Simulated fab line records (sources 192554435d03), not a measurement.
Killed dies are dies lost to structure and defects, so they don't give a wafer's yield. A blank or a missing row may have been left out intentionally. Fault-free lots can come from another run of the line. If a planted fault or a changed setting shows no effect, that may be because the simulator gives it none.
fab line records ; flow n5_finfet
record: lots: 12; wafers: 36; last_day: 17
route steps=1938 shown BEOL_M7@1316 BEOL_M8@1337
lots untouched by any fault: they come from a run of this same line in which no faults occurred
start_h: the number of hours between the record's first day and the start of the first shown wafer of the lot ; wait_h: time in hours since the lot's previous step ; " same as the row above ; L1.1+2: several wafers, shown together as one row ; - no value, or no start given ; * or withheld: withheld ; < > ~ a bound
route shown NAME@n: a module of which the file shows steps, and the number in the route of the first ; usual: mean/standard deviation of fault-free wafers ; same: alike in all rows ; chamber/n: place in a boat ; sites: per-site readings ; _std_site: the values' standard deviation ; _edge_site: outer sites' mean less inner sites' ; radius_mm: for every site, how far away it sits from the centre of the wafer ; mask NAME#n: copy n ; behind: the last tool/chamber to shape the wafer ; hold: what put the lot on hold/how long, in hours/how the hold closed ; device: which transistor (n, p or np) failed to switch ; end of line: tests run on the same wafers once the route is complete ; a step given without rows: its recipe and nothing more ; killed: dies that structure and defects cost at the first sort, which is not the same as the wafer's yield ; map: per-die view of a wafer (x killed, . not killed, _ where there is no die)
set.NAME: the setting that was run; set.NAME@STEP: the one run at that earlier step ; model.NAME: the simulator's own value behind a step, which no gauge read
one table for each step of the route and one row for each wafer, over a sample of lots
services: when a tool's chamber went out of use (start_h, in hours from the record's first day, below 0 if earlier), for how many hours, and the reason
== steps ==
step: N5_BEOL_M7_CD_MEAS_35
recipe: target_cd_nm: 40; polarity: opening
usual: cd_nm: 40.0/0.51
lot.wafer;tool;chamber;start_h;wait_h;cd_nm
L574.2;cd_sem-02;-;213.02;0.0;39.1
L574.4;cd_sem-02;-;213.02;0.0;39.7
L574.5;cd_sem-02;-;213.02;0.0;39.6
L575.3;cd_sem-01;-;218.80;0.0;40.2
L575.5;cd_sem-01;-;218.80;0.0;40.8
L575.6;cd_sem-01;-;218.80;0.0;40.7
L577.1;cd_sem-01;-;231.66;0.0;40.5
L577.3;cd_sem-01;-;231.66;0.0;40.2
L577.5;cd_sem-01;-;231.66;0.0;40.2
L579.1;cd_sem-03;-;242.57;0.0;39.6
L579.2;cd_sem-03;-;242.57;0.0;39.9
L579.3;cd_sem-03;-;242.57;0.0;40.1
L580.1;cd_sem-02;-;249.10;0.0;40.0
L580.3;cd_sem-02;-;249.10;0.0;40.6
L580.5;cd_sem-02;-;249.10;0.0;39.6
L581.2;cd_sem-01;-;259.09;0.0;40.2
L581.5;cd_sem-01;-;259.09;0.0;40.0
L581.6;cd_sem-01;-;259.09;0.0;39.5
L584.3;cd_sem-01;-;267.99;0.0;39.6
L584.4;cd_sem-01;-;267.99;0.0;39.4
L584.5;cd_sem-01;-;267.99;0.0;39.9
L583.2;cd_sem-01;-;268.39;0.0;40.1
L583.5;cd_sem-01;-;268.39;0.0;39.8
L583.6;cd_sem-01;-;268.39;0.0;40.1
L590.4;cd_sem-03;-;304.42;0.0;39.6
L590.5;cd_sem-03;-;304.42;0.0;40.7
L590.6;cd_sem-03;-;304.42;0.0;39.6
L593.1;cd_sem-02;-;311.98;0.0;40.3
L593.2;cd_sem-02;-;311.98;0.0;39.7
L593.3;cd_sem-02;-;311.98;0.0;39.7
L594.1;cd_sem-01;-;326.33;0.0;40.3
L594.3;cd_sem-01;-;326.33;0.0;40.5
L594.4;cd_sem-01;-;326.33;0.0;40.4
L595.1;cd_sem-01;-;332.33;0.0;40.6
L595.3;cd_sem-01;-;332.33;0.0;41.2
L595.6;cd_sem-01;-;332.33;0.0;41.6
step: N5_BEOL_M7_DEGAS_44
recipe: ambient: vacuum; temp_c: 250; time_s: 60
usual: heater_power_w: 298/36
lot.wafer;tool;chamber;start_h;wait_h;heater_power_w
L574.2;pvd_sputter-01;-;214.74;1.6;365
L574.4;pvd_sputter-01;-;214.74;1.6;263
L574.5;pvd_sputter-01;-;214.74;1.6;252
L575.3;pvd_sputter-03;-;219.29;0.3;292
L575.5;pvd_sputter-03;-;219.29;0.3;287
L575.6;pvd_sputter-03;-;219.29;0.3;258
L577.1;pvd_sputter-01;-;232.39;0.6;377
L577.3;pvd_sputter-01;-;232.39;0.6;314
L577.5;pvd_sputter-01;-;232.39;0.6;263
L579.1;pvd_sputter-02;-;243.25;0.6;335
L579.2;pvd_sputter-02;-;243.25;0.6;300
L579.3;pvd_sputter-02;-;243.25;0.6;308
L580.1;pvd_sputter-01;-;249.55;0.4;254
L580.3;pvd_sputter-01;-;249.55;0.4;323
L580.5;pvd_sputter-01;-;249.55;0.4;362
L581.2;pvd_sputter-03;-;259.46;0.2;285
L581.5;pvd_sputter-03;-;259.46;0.2;319
L581.6;pvd_sputter-03;-;259.46;0.2;295
L584.3;pvd_sputter-01;-;268.89;0.7;320
L584.4;pvd_sputter-01;-;268.89;0.7;375
L584.5;pvd_sputter-01;-;268.89;0.7;266
L583.2;pvd_sputter-02;-;269.11;0.6;331
L583.5;pvd_sputter-02;-;269.11;0.6;338
L583.6;pvd_sputter-02;-;269.11;0.6;314
L590.4;pvd_sputter-01;-;304.79;0.1;318
L590.5;pvd_sputter-01;-;304.79;0.1;247
L590.6;pvd_sputter-01;-;304.79;0.1;311
L593.1;pvd_sputter-03;-;312.38;0.3;264
L593.2;pvd_sputter-03;-;312.38;0.3;320
L593.3;pvd_sputter-03;-;312.38;0.3;305
L594.1;pvd_sputter-02;-;327.19;0.5;311
L594.3;pvd_sputter-02;-;327.19;0.5;336
L594.4;pvd_sputter-02;-;327.19;0.5;333
L595.1;pvd_sputter-03;-;332.81;0.4;294
L595.3;pvd_sputter-03;-;332.81;0.4;280
L595.6;pvd_sputter-03;-;332.81;0.4;283
step: N5_BEOL_M7_DEP_56
recipe: material: SiCN; target_thk_a: 100; temp_c: withheld; precursor: 3MS/NH3; pressure_torr: 3; rf_w: 202; time_s: 17.5
usual: showerhead_plenum_p_Torr: 3.661/0.016; throttle_valve_pct: 9.0/0.41
lot.wafer;tool;chamber;start_h;wait_h;showerhead_plenum_p_Torr;throttle_valve_pct
L574.2;pecvd-04;0;216.31;0.0;3.648;9.0
L574.4;pecvd-04;2;216.31;0.0;3.655;8.7
L574.5;pecvd-04;0;216.31;0.0;3.648;9.1
L575.3;pecvd-01;1;221.17;0.0;3.690;9.0
L575.5;pecvd-01;2;221.17;0.0;3.643;8.8
L575.6;pecvd-01;0;221.17;0.0;3.650;9.0
L577.1;pecvd-02;0;234.07;0.0;3.647;9.5
L577.3;pecvd-02;2;234.07;0.0;3.657;8.3
L577.5;pecvd-02;0;234.07;0.0;3.649;9.1
L579.1;pecvd-02;2;245.88;0.0;3.641;8.3
L579.2;pecvd-02;1;245.88;0.0;3.684;9.7
L579.3;pecvd-02;0;245.88;0.0;3.648;9.1
L580.1;pecvd-04;2;253.07;0.0;3.654;8.8
L580.3;pecvd-04;0;253.07;0.0;3.648;8.7
L580.5;pecvd-04;0;253.07;0.0;3.653;9.0
L581.2;pecvd-02;1;261.14;0.0;3.677;9.3
L581.5;pecvd-02;1;261.14;0.0;3.695;9.7
L581.6;pecvd-02;0;261.14;0.0;3.648;9.1
L584.3;pecvd-01;1;270.41;0.0;3.689;9.2
L584.4;pecvd-01;2;270.41;0.0;3.640;8.7
L584.5;pecvd-01;1;270.41;0.0;3.687;9.2
L583.2;pecvd-02;2;270.72;0.0;3.635;8.7
L583.5;pecvd-02;0;270.72;0.0;3.637;9.1
L583.6;pecvd-02;1;270.72;0.0;3.683;9.7
L590.4;pecvd-04;1;306.59;0.0;3.662;8.5
L590.5;pecvd-04;0;306.59;0.0;3.648;8.7
L590.6;pecvd-04;2;306.59;0.0;3.655;8.9
L593.1;pecvd-01;2;313.87;0.0;3.638;8.6
L593.2;pecvd-01;1;313.87;0.0;3.688;9.2
L593.3;pecvd-01;1;313.87;0.0;3.696;8.8
L594.1;pecvd-01;0;329.07;0.0;3.670;9.1
L594.3;pecvd-01;1;329.07;0.0;3.693;9.1
L594.4;pecvd-01;2;329.07;0.0;3.651;8.7
L595.1;pecvd-01;0;334.66;0.0;3.662;9.0
L595.3;pecvd-01;2;334.66;0.0;3.652;8.9
L595.6;pecvd-01;1;334.66;0.0;3.692;9.2
step: N5_BEOL_M8_COAT_59
recipe: resist: SOC; temp_c: 250; time_s: 60; spin_rpm: 1500; resist_thk_nm: 100
usual: dispense_pressure_kPa: 46.0/2.7; spin_speed_rpm: 1499.9/0.97
lot.wafer;tool;chamber;start_h;wait_h;dispense_pressure_kPa;spin_speed_rpm
L574.2;litho_track-05;0;218.59;0.1;45.0;1499.4
L574.4;litho_track-05;0;218.59;0.1;45.0;1499.6
L574.5;litho_track-05;0;218.59;0.1;45.0;1499.4
L575.3;litho_track-05;0;223.26;0.1;45.0;1501.7
L575.5;litho_track-05;0;223.26;0.1;45.0;1501.0
L575.6;litho_track-05;0;223.26;0.1;45.0;1501.0
L577.1;litho_track-05;0;237.79;0.1;45.0;1500.2
L577.3;litho_track-05;0;237.79;0.1;45.0;1500.6
L577.5;litho_track-05;0;237.79;0.1;45.0;1500.3
L579.1;litho_track-05;0;247.76;0.1;45.0;1499.2
L579.2;litho_track-05;0;247.76;0.1;45.0;1499.7
L579.3;litho_track-05;0;247.76;0.1;45.0;1499.4
L580.1;litho_track-01;0;254.32;0.1;44.1;1499.7
L580.3;litho_track-01;0;254.32;0.1;44.1;1499.6
L580.5;litho_track-01;0;254.32;0.1;44.1;1501.6
L581.2;litho_track-04;0;262.71;0.1;51.3;1500.7
L581.5;litho_track-04;0;262.71;0.1;51.2;1502.4
L581.6;litho_track-04;0;262.71;0.1;51.2;1500.0
L584.3;litho_track-04;0;273.15;0.1;51.2;1499.0
L584.4;litho_track-04;0;273.15;0.1;51.1;1497.7
L584.5;litho_track-04;0;273.15;0.1;51.2;1499.2
L583.2;litho_track-01;0;273.25;0.1;44.1;1498.3
L583.5;litho_track-01;0;273.25;0.1;44.1;1498.9
L583.6;litho_track-01;0;273.25;0.1;44.1;1498.7
L590.4;litho_track-04;0;308.11;0.1;51.1;1831.4
L590.5;litho_track-04;0;308.11;0.1;51.2;1830.8
L590.6;litho_track-04;0;308.11;0.1;51.1;1834.4
L593.1;litho_track-04;0;315.40;0.1;51.2;1831.5
L593.2;litho_track-04;0;315.40;0.1;51.1;1829.8
L593.3;litho_track-04;0;315.40;0.1;51.1;1829.9
L594.1;litho_track-01;0;331.90;0.1;44.1;1499.6
L594.3;litho_track-01;0;331.90;0.1;44.1;1499.7
L594.4;litho_track-01;0;331.90;0.1;44.1;1499.3
L595.1;litho_track-05;0;335.90;0.1;45.0;1498.9
L595.3;litho_track-05;0;335.90;0.1;45.0;1499.2
L595.6;litho_track-05;0;335.90;0.1;45.0;1499.9
== services ==
tool;chamber;start_h;hours;kind
pecvd-04;1;199.92;5.5;scheduled_down
pecvd-02;2;202.38;-;clean
pecvd-02;2;202.38;-;consumable_replace:showerhead
pecvd-02;2;202.38;29.0;scheduled_down
pecvd-02;2;202.38;29.0;vent_cycle
pecvd-02;0;222.07;5.5;scheduled_down
pecvd-02;-;227.83;0.8;repair
pecvd-04;2;239.49;10.0;repair
pecvd-04;2;249.51;2.1;scheduled_down
pecvd-02;1;254.31;5.5;scheduled_down
litho_track-01;-;261.24;-;consumable_replace:filter
pecvd-01;1;273.93;5.5;scheduled_down
pecvd-01;0;308.57;10.3;repair
pecvd-04;-;324.79;6.0;pm
pecvd-01;-;334.76;2.8;pm
== key ==
first_sign: step: N5_BEOL_M8_COAT_59; reading: spin_speed_rpm; direction: up; sigmas: 99+; usual: *; struck: *
effect none on later readings
met_at N5_BEOL_M8_COAT_59
struck_lots L590,L593
not_acting_at N5_BEOL_M7_CD_MEAS_35,N5_BEOL_M7_DEGAS_44,N5_BEOL_M7_DEP_56
onset_between 273.15 308.11
fault: kind: process_parameter_drift; tool: litho_track-04; chamber: -; onset_h: 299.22; steps: N5_BEOL_M8_COAT_59; channel: spin_rpm; offset: *; shape: step; end_h: 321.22; acts_in: *; stated: *
